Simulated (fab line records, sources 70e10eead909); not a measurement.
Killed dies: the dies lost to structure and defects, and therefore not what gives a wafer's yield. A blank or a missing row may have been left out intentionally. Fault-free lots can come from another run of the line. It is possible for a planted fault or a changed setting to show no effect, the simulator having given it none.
Which tool is to blame?    flow nand harc    Sampling: 24 lots, 72 wafers, 6 of 1302 route steps

WHAT THE GAUGES SHOWED, per wafer
Not one reading of a measure or inspect step in the record can be checked against a usual standard deviation.

TOOL THAT RAN EACH LOT (tool first, then ch and the chambers of the sampled wafers, then the start)
lot   NHARC_A_STAIRCASE_ETCH_13       NHARC_A_STAIRCASE_ETCH_15       NHARC_A_STAIRCASE_ETCH_21       NHARC_A_STAIRCASE_ETCH_25       NHARC_A_STAIRCASE_TRIM_189      NHARC_A_STAIRCASE_ETCH_190
L074  rie diel-07 ch 0,1,3, no start  rie diel-07 ch 0,3, no start    rie diel-07 ch 0,3, no start    rie diel-07 ch 1,2,3, no start  rie diel-07 ch 0,2,3, no start  rie diel-07 ch 0,1,3, no start
L075  rie diel-07 ch 0,1, no start    rie diel-07 ch 0,2, no start    rie diel-07 ch 0,2,3, no start  rie diel-07 ch 0,2,3, no start  rie diel-11 ch 0,2, no start    rie diel-11 ch 0,2, no start
L077  rie diel-06 ch 1,2, no start    rie diel-06 ch 1,2,3, no start  rie diel-07 ch 1,2,3, no start  rie diel-07 ch 0,2, no start    rie diel-11 ch 0,1,2, no start  rie diel-11 ch 0,1, no start
L076  rie diel-06 ch 2,3, no start    rie diel-06 ch 1,2, no start    rie diel-06 ch 1,2,3, no start  rie diel-06 ch 1,3, no start    rie diel-06 ch 0,3, no start    rie diel-06 ch 0,3, no start
L078  rie diel-11 ch 0,1,2, no start  rie diel-11 ch 0,3, no start    rie diel-11 ch 1,2, no start    rie diel-11 ch 0,1, no start    rie diel-11 ch 0,1,3, no start  rie diel-11 ch 0,2,3, no start
L079  rie diel-07 ch 0,1,3, no start  rie diel-07 ch 1,2,3, no start  rie diel-06 ch 0,1,2, no start  rie diel-06 ch 1,3, no start    rie diel-07 ch 0,1,3, no start  rie diel-07 ch 0,1,2, no start
L081  rie diel-11 ch 0,3, no start    rie diel-11 ch 0,1, no start    rie diel-07 ch 1,2, no start    rie diel-07 ch 2,3, no start    rie diel-11 ch 1,2,3, no start  rie diel-11 ch 0,2, no start
L080  rie diel-06 ch 1,3, no start    rie diel-06 ch 1,2,3, no start  rie diel-07 ch 0,1, no start    rie diel-07 ch 1,2, no start    rie diel-06 ch 0,1,3, no start  rie diel-06 ch 0,2,3, no start
L082  rie diel-11 ch 0,1,3, no start  rie diel-11 ch 0,1,3, no start  rie diel-11 ch 0,1,3, no start  rie diel-11 ch 0,3, no start    rie diel-07 ch 0,1,3, no start  rie diel-07 ch 0,2,3, no start
L084  rie diel-06 ch 0,1,3, no start  rie diel-06 ch 1,3, no start    rie diel-07 ch 0,3, no start    rie diel-07 ch 1,3, no start    rie diel-07 ch 0,1, no start    rie diel-07 ch 1,3, no start
L083  rie diel-11 ch 0,1,3, no start  rie diel-11 ch 0,1,3, no start  rie diel-11 ch 0,1,3, no start  rie diel-11 ch 0,3, no start    rie diel-06 ch 0,3, no start    rie diel-06 ch 0,1, no start
L085  rie diel-11 ch 0,3, no start    rie diel-11 ch 1,3, no start    rie diel-06 ch 2,3, no start    rie diel-06 ch 0,1,3, no start  rie diel-07 ch 1,3, no start    rie diel-07 ch 0,1, no start
L086  rie diel-07 ch 2,3, no start    rie diel-07 ch 1,2, no start    rie diel-07 ch 2,3, no start    rie diel-07 ch 0,1, no start    rie diel-07 ch 1,2,3, no start  rie diel-07 ch 0,2,3, no start
L087  rie diel-06 ch 0,2, no start    rie diel-06 ch 0,1, no start    rie diel-06 ch 0,2,3, no start  rie diel-06 ch 1,3, no start    rie diel-07 ch 1,2, no start    rie diel-07 ch 0,1, no start
L089  rie diel-11 ch 0,1,3, no start  rie diel-11 ch 2,3, no start    rie diel-11 ch 0,1,2, no start  rie diel-11 ch 0,1,3, no start  rie diel-11 ch 0,1,3, no start  rie diel-11 ch 0,3, no start
L088  rie diel-07 ch 0,3, no start    rie diel-07 ch 0,3, no start    rie diel-11 ch 0,3, no start    rie diel-11 ch 0,1,3, no start  rie diel-11 ch 0,1, no start    rie diel-11 ch 1,3, no start
L090  rie diel-07 ch 0,1,3, no start  rie diel-07 ch 0,2,3, no start  rie diel-06 ch 0,2,3, no start  rie diel-06 ch 0,1,2, no start  rie diel-11 ch 1,2,3, no start  rie diel-11 ch 1,2,3, no start
L093  rie diel-11 ch 0,3, no start    rie diel-11 ch 1,3, no start    rie diel-06 ch 1,2, no start    rie diel-06 ch 2,3, no start    rie diel-06 ch 0,1,3, no start  rie diel-06 ch 0,1,3, no start
L091  rie diel-11 ch 0,2,3, no start  rie diel-11 ch 0,3, no start    rie diel-06 ch 1,2, no start    rie diel-06 ch 2,3, no start    rie diel-07 ch 1,2,3, no start  rie diel-07 ch 0,1, no start
L092  rie diel-07 ch 0,2,3, no start  rie diel-07 ch 1,2,3, no start  rie diel-07 ch 0,1,2, no start  rie diel-07 ch 0,1,2, no start  rie diel-11 ch 1,2,3, no start  rie diel-11 ch 0,1,2, no start
L094  rie diel-07 ch 1,2,3, no start  rie diel-07 ch 1,2,3, no start  rie diel-06 ch 0,2, no start    rie diel-06 ch 1,2,3, no start  rie diel-06 ch 1,2,3, no start  rie diel-06 ch 0,2,3, no start
L095  rie diel-06 ch 0,2, no start    rie diel-06 ch 0,3, no start    rie diel-06 ch 0,2,3, no start  rie diel-06 ch 0,2,3, no start  rie diel-06 ch 1,3, no start    rie diel-06 ch 2,3, no start
L096  rie diel-07 ch 2,3, no start    rie diel-07 ch 1,2,3, no start  rie diel-07 ch 0,1, no start    rie diel-07 ch 0,1,2, no start  rie diel-07 ch 0,1,3, no start  rie diel-07 ch 0,3, no start
L097  rie diel-06 ch 1,2,3, no start  rie diel-06 ch 0,1,2, no start  rie diel-07 ch 0,1,2, no start  rie diel-07 ch 0,2,3, no start  rie diel-07 ch 1,2,3, no start  rie diel-07 ch 0,1,2, no start
- NHARC_A_STAIRCASE_ETCH_13: etches the open film in C4F8/O2, target depth 100 nm, time 40.5 s.
- NHARC_A_STAIRCASE_ETCH_15: etches the open film in C4F8/O2, target depth 100 nm, time 40.5 s.
- NHARC_A_STAIRCASE_ETCH_21: etches the open film in C4F8/O2, target depth 100 nm, time 40.5 s.
- NHARC_A_STAIRCASE_ETCH_25: etches the open film in C4F8/O2, target depth 100 nm, time 40.5 s.
- NHARC_A_STAIRCASE_TRIM_189: chemistry O2, time 211.2 s.
- NHARC_A_STAIRCASE_ETCH_190: etches the open film in C4F8/O2, target depth 100 nm, time 40.5 s.

AS READ BY THE TOOLS THEMSELVES (means over the sampled wafers that have a number; for cases with no such wafer, the mark the record gives instead)
NHARC_A_STAIRCASE_ETCH_13. Usual: oes product au 0.938 a.u., standard deviation 0.014; rf vpp V 896 V, standard deviation 5.8.
lot   tool         oes product au (a.u.)  rf vpp V (V)  flag
L074  rie diel-07  0.945                  890           
L075  rie diel-07  0.938                  889           
L077  rie diel-06  0.930                  895           
L076  rie diel-06  0.930                  896           
L078  rie diel-11  0.952                  898           
L079  rie diel-07  0.953                  890           
L081  rie diel-11  0.942                  897           
L080  rie diel-06  0.955                  894           
L082  rie diel-11  0.930                  901           
L084  rie diel-06  0.930                  895           
L083  rie diel-11  0.933                  901           
L085  rie diel-11  0.918                  900           
L086  rie diel-07  0.941                  896           
L087  rie diel-06  0.931                  897           
L089  rie diel-11  0.926                  901           
L088  rie diel-07  0.926                  891           
L090  rie diel-07  0.949                  889           
L093  rie diel-11  0.960                  896           
L091  rie diel-11  0.928                  900           
L092  rie diel-07  0.933                  894           
L094  rie diel-07  0.948                  893           
L095  rie diel-06  0.933                  895           
L096  rie diel-07  0.942                  898           
L097  rie diel-06  0.924                  894           

NHARC_A_STAIRCASE_ETCH_15. Usual: oes product au 0.940 a.u., standard deviation 0.011; rf vpp V 896 V, standard deviation 5.6.
lot   tool         oes product au (a.u.)  rf vpp V (V)  flag
L074  rie diel-07  0.941                  892           
L075  rie diel-07  0.928                  894           
L077  rie diel-06  0.934                  895           
L076  rie diel-06  0.928                  895           
L078  rie diel-11  0.942                  901           
L079  rie diel-07  0.956                  894           
L081  rie diel-11  0.945                  897           
L080  rie diel-06  0.943                  895           
L082  rie diel-11  0.931                  901           
L084  rie diel-06  0.932                  895           
L083  rie diel-11  0.933                  901           
L085  rie diel-11  0.942                  898           
L086  rie diel-07  0.947                  897           
L087  rie diel-06  0.947                  894           
L089  rie diel-11  0.936                  900           
L088  rie diel-07  0.930                  892           
L090  rie diel-07  0.941                  895           
L093  rie diel-11  0.956                  898           
L091  rie diel-11  0.925                  899           
L092  rie diel-07  0.939                  893           
L094  rie diel-07  0.952                  894           
L095  rie diel-06  0.940                  896           
L096  rie diel-07  0.949                  894           
L097  rie diel-06  0.938                  894           

NHARC_A_STAIRCASE_ETCH_21. Usual: oes product au 0.948 a.u., standard deviation 0.017; rf vpp V 895 V, standard deviation 5.4.
lot   tool         oes product au (a.u.)  rf vpp V (V)  flag
L074  rie diel-07  0.941                  893           
L075  rie diel-07  0.948                  896           
L077  rie diel-07  0.976                  895           
L076  rie diel-06  0.930                  895           
L078  rie diel-11  0.940                  898           
L079  rie diel-06  0.962                  895           
L081  rie diel-07  0.930                  899           
L080  rie diel-07  0.966                  889           
L082  rie diel-11  0.933                  901           
L084  rie diel-07  0.914                  892           
L083  rie diel-11  0.934                  901           
L085  rie diel-06  0.960                  896           
L086  rie diel-07  0.939                  899           
L087  rie diel-06  0.937                  896           
L089  rie diel-11  0.946                  905           
L088  rie diel-11  0.958                  900           
L090  rie diel-06  0.931                  895           
L093  rie diel-06  0.965                  894           
L091  rie diel-06  0.942                  895           
L092  rie diel-07  0.956                  894           
L094  rie diel-06  0.955                  896           
L095  rie diel-06  0.935                  895           
L096  rie diel-07  0.953                  889           
L097  rie diel-07  0.969                  893           

NHARC_A_STAIRCASE_ETCH_25. Usual: oes product au 0.939 a.u., standard deviation 0.012; rf vpp V 896 V, standard deviation 5.4.
lot   tool         oes product au (a.u.)  rf vpp V (V)  flag
L074  rie diel-07  0.943                  895           
L075  rie diel-07  0.935                  896           
L077  rie diel-07  0.930                  899           
L076  rie diel-06  0.935                  896           
L078  rie diel-11  0.924                  897           
L079  rie diel-06  0.922                  895           
L081  rie diel-07  0.943                  899           
L080  rie diel-07  0.959                  897           
L082  rie diel-11  0.939                  900           
L084  rie diel-07  0.935                  891           
L083  rie diel-11  0.933                  896           
L085  rie diel-06  0.940                  895           
L086  rie diel-07  0.946                  890           
L087  rie diel-06  0.933                  893           
L089  rie diel-11  0.945                  900           
L088  rie diel-11  0.938                  901           
L090  rie diel-06  0.930                  895           
L093  rie diel-06  0.928                  894           
L091  rie diel-06  0.942                  894           
L092  rie diel-07  0.953                  894           
L094  rie diel-06  0.945                  894           
L095  rie diel-06  0.934                  895           
L096  rie diel-07  0.953                  893           
L097  rie diel-07  0.953                  894           

NHARC_A_STAIRCASE_TRIM_189. Usual: drypump motor current A 6.0 A, standard deviation 0.42; oes product au 0.999 a.u., standard deviation 0.01; rf vpp V 57.7 V, standard deviation 0.95; showerhead plenum p Torr 3.51 Torr, standard deviation 0.17; throttle valve pct 17.038 %, standard deviation 0.0096.
lot   tool         drypump motor current A (A)  oes product au (a.u.)  rf vpp V (V)  showerhead plenum p Torr (Torr)  throttle valve pct (%)  flag
L074  rie diel-07  5.8                          0.993                  58.5          3.52                             17.032                  
L075  rie diel-11  5.7                          1.001                  57.9          3.77                             17.039                  
L077  rie diel-11  6.0                          0.993                  58.2          3.60                             17.038                  
L076  rie diel-06  6.0                          0.984                  57.7          3.53                             17.035                  
L078  rie diel-11  6.1                          0.996                  57.7          3.49                             17.035                  
L079  rie diel-07  6.2                          0.997                  58.0          3.37                             17.044                  
L081  rie diel-11  5.8                          1.007                  57.5          3.50                             17.028                  
L080  rie diel-06  6.1                          0.998                  57.4          3.51                             17.041                  
L082  rie diel-07  6.2                          0.992                  56.1          3.37                             17.030                  
L084  rie diel-07  6.3                          0.988                  57.5          3.34                             17.032                  
L083  rie diel-06  6.1                          0.991                  57.5          3.51                             17.031                  
L085  rie diel-07  6.0                          1.011                  57.1          3.40                             17.041                  
L086  rie diel-07  6.0                          1.004                  57.5          3.48                             17.036                  
L087  rie diel-07  6.0                          1.008                  58.4          3.58                             17.034                  
L089  rie diel-11  6.1                          1.002                  58.0          3.65                             17.039                  
L088  rie diel-11  6.2                          0.996                  58.2          3.75                             17.046                  
L090  rie diel-11  5.8                          1.003                  57.6          3.66                             17.038                  
L093  rie diel-06  6.1                          0.996                  56.6          3.49                             17.035                  
L091  rie diel-07  6.0                          1.004                  58.0          3.47                             17.046                  
L092  rie diel-11  5.8                          1.006                  57.4          3.66                             17.041                  
L094  rie diel-06  5.7                          0.993                  58.7          3.48                             17.037                  
L095  rie diel-06  6.1                          0.995                  57.9          3.46                             17.043                  
L096  rie diel-07  6.1                          1.010                  57.5          3.35                             17.044                  
L097  rie diel-07  6.0                          1.007                  59.1          3.46                             17.024                  

NHARC_A_STAIRCASE_ETCH_190. Usual: oes product au 0.942 a.u., standard deviation 0.011; rf vpp V 895 V, standard deviation 6.
lot   tool         oes product au (a.u.)  rf vpp V (V)  flag
L074  rie diel-07  0.946                  891           
L075  rie diel-11  0.936                  904           
L077  rie diel-11  0.943                  897           
L076  rie diel-06  0.942                  897           
L078  rie diel-11  0.937                  900           
L079  rie diel-07  0.936                  895           
L081  rie diel-11  0.939                  904           
L080  rie diel-06  0.943                  896           
L082  rie diel-07  0.942                  895           
L084  rie diel-07  0.949                  889           
L083  rie diel-06  0.955                  895           
L085  rie diel-07  0.934                  889           
L086  rie diel-07  0.945                  895           
L087  rie diel-07  0.944                  888           
L089  rie diel-11  0.929                  897           
L088  rie diel-11  0.935                  897           
L090  rie diel-11  0.946                  901           
L093  rie diel-06  0.949                  895           
L091  rie diel-07  0.947                  888           
L092  rie diel-11  0.947                  904           
L094  rie diel-06  0.949                  895           
L095  rie diel-06  0.939                  895           
L096  rie diel-07  0.949                  890           
L097  rie diel-07  0.944                  892           

THE ANSWER, worked out from the rows above alone
Rule: a lot is off if the mean of its wafers that have a number lies more than 3 standard deviations from the usual mean. A lot without any number at a reading at which 4 lots or more have one is off too. The other lots that the step has rows for count as sound. After the gauges, taken in route order, come the tools' own readings; for these a lot's mean is taken, as printed above. The first step at which some lot is off is used, and at that step the reading that is off furthest; a lot without a number counts as furthest.
No lot is off at any reading shown: from this, nothing can be told.

WHAT WAS PUT IN BY THE SIMULATOR
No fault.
